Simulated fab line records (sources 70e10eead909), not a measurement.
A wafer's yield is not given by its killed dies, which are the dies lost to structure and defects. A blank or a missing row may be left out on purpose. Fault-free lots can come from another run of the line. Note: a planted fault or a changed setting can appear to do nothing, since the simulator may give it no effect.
Matching of chambers ; flow nand_harc ; NHARC_A_STAIRCASE_CMP_152 on cmp-03 has 4 sister chambers
The step polishes. 18 wafers are shown with their chamber, then 9 later ones without.

WAFERS WITH THEIR CHAMBER
wafer;chamber;motor_current_A (A);edge_zone_pressure_frac
L076.3;2;13.2;1.004
L076.4;0;12.0;0.996
L076.5;3;13.7;1.002
L078.2;3;13.5;1.001
L078.5;0;11.8;1.001
L078.6;1;12.9;0.999
L083.1;0;11.7;1.003
L083.4;1;13.1;0.995
L083.6;1;13.3;0.994
L084.4;0;12.5;1.009
L084.5;3;13.1;0.999
L084.6;2;12.6;0.993
L086.1;1;12.8;1.004
L086.2;0;12.2;1.004
L086.3;3;13.8;0.999
L090.3;3;13.3;0.999
L090.5;1;13.9;1.005
L090.6;0;12.5;0.995

SIGNATURES (means of the wafers above)
reading;chamber 0;chamber 1;chamber 2;chamber 3;scatter within a chamber
motor_current_A;12.117;13.200;12.900;13.480;0.364
edge_zone_pressure_frac;1.00133;0.99940;0.99850;1.00000;0.00468
Rule: for a wafer and a chamber, the distance is found by dividing, reading by reading, the gap between the wafer's reading and the chamber's mean by the reading's scatter, squaring, summing and taking the root. The wafer belongs to the nearest chamber; if the next one is less than 2 further off, it can't be placed. How the scatter is found: for the shown wafers, subtract from each reading the mean of its chamber, square and add these, divide the total by (wafers less chambers), then take the root.

WAFERS WHOSE CHAMBER IS MISSING
wafer;motor_current_A (A);edge_zone_pressure_frac
L089.1;13.0;1.007
L089.2;13.4;1.004
L089.5;13.2;0.997
L091.1;13.7;0.995
L091.4;13.6;1.009
L091.6;13.1;1.002
L096.1;13.8;1.008
L096.2;13.0;1.003
L096.5;12.5;1.007

THE CHAMBER EACH PASSED THROUGH
wafer;from the rows above;in truth
L089.1;can't be placed: 1 or 2 or 3 or 0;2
L089.2;can't be placed: 3 or 1 or 2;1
L089.5;can't be placed: 1 or 2 or 3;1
L091.1;can't be placed: 3 or 1 or 2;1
L091.4;can't be placed: 3 or 1 or 2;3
L091.6;can't be placed: 1 or 2 or 3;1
L096.1;can't be placed: 3 or 1 or 2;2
L096.2;can't be placed: 1 or 2 or 3 or 0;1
L096.5;can't be placed: 0 or 2 or 1 or 3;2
Placed correctly: 0 of 9. From these rows, 9 cannot be placed; in 9 the true chamber is one of the candidates. Wrongly placed: 0.
